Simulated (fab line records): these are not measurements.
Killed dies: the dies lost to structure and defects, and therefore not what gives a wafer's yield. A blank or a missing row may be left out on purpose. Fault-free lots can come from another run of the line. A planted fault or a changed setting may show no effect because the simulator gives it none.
Matching of chambers :: flow n5_finfet :: cvd_co-01 running N5_BEOL_M5_PRE_CLEAN_77: 3 sister chambers
The step time 15 s. 6 wafers are shown with their chamber, then 12 later ones without.

WAFERS PAIRED WITH THEIR CHAMBERS
wafer: L087.1
chamber: 0
heater_power_w (W): 113

wafer: L087.4
chamber: 1
heater_power_w (W): 119

wafer: L087.5
chamber: 0
heater_power_w (W): 113

wafer: L088.2
chamber: 1
heater_power_w (W): 117

wafer: L088.3
chamber: 2
heater_power_w (W): 91

wafer: L088.5
chamber: 2
heater_power_w (W): 91

WAFERS MISSING THEIR CHAMBER
wafer: L089.1
heater_power_w (W): 111

wafer: L089.2
heater_power_w (W): 118

wafer: L089.4
heater_power_w (W): 118

wafer: L091.3
heater_power_w (W): 111

wafer: L091.4
heater_power_w (W): 90

wafer: L091.6
heater_power_w (W): 112

wafer: L095.1
heater_power_w (W): 115

wafer: L095.2
heater_power_w (W): 119

wafer: L095.3
heater_power_w (W): 91

wafer: L097.1
heater_power_w (W): 92

wafer: L097.3
heater_power_w (W): 122

wafer: L097.6
heater_power_w (W): 115

EACH ONE'S CHAMBER
wafer: L089.1
from the rows above: 0
in truth: 0

wafer: L089.2
from the rows above: 1
in truth: 1

wafer: L089.4
from the rows above: 1
in truth: 1

wafer: L091.3
from the rows above: 0
in truth: 0

wafer: L091.4
from the rows above: 2
in truth: 2

wafer: L091.6
from the rows above: 0
in truth: 0

wafer: L095.1
from the rows above: can't be placed: 0 or 1
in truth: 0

wafer: L095.2
from the rows above: 1
in truth: 1

wafer: L095.3
from the rows above: 2
in truth: 2

wafer: L097.1
from the rows above: 2
in truth: 2

wafer: L097.3
from the rows above: 1
in truth: 1

wafer: L097.6
from the rows above: can't be placed: 0 or 1
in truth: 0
Placed correctly: 10 of 12. Not placeable from these rows: 2 (in 2, the candidates include the true chamber). Number placed wrongly: 0.
How it was worked out, from the rows above alone: a wafer's distance from a chamber is the root of the sum, over the readings, of the square of ((its reading less the chamber's mean) divided by the reading's scatter). If the next closest chamber is less than 2 further off than the closest, the wafer can't be placed; otherwise it belongs to the closest. A chamber's mean is the mean of its shown wafers. The scatter: take each reading less its chamber's mean, square it, sum over the shown wafers, divide by the number of wafers less the number of chambers, and take the root.
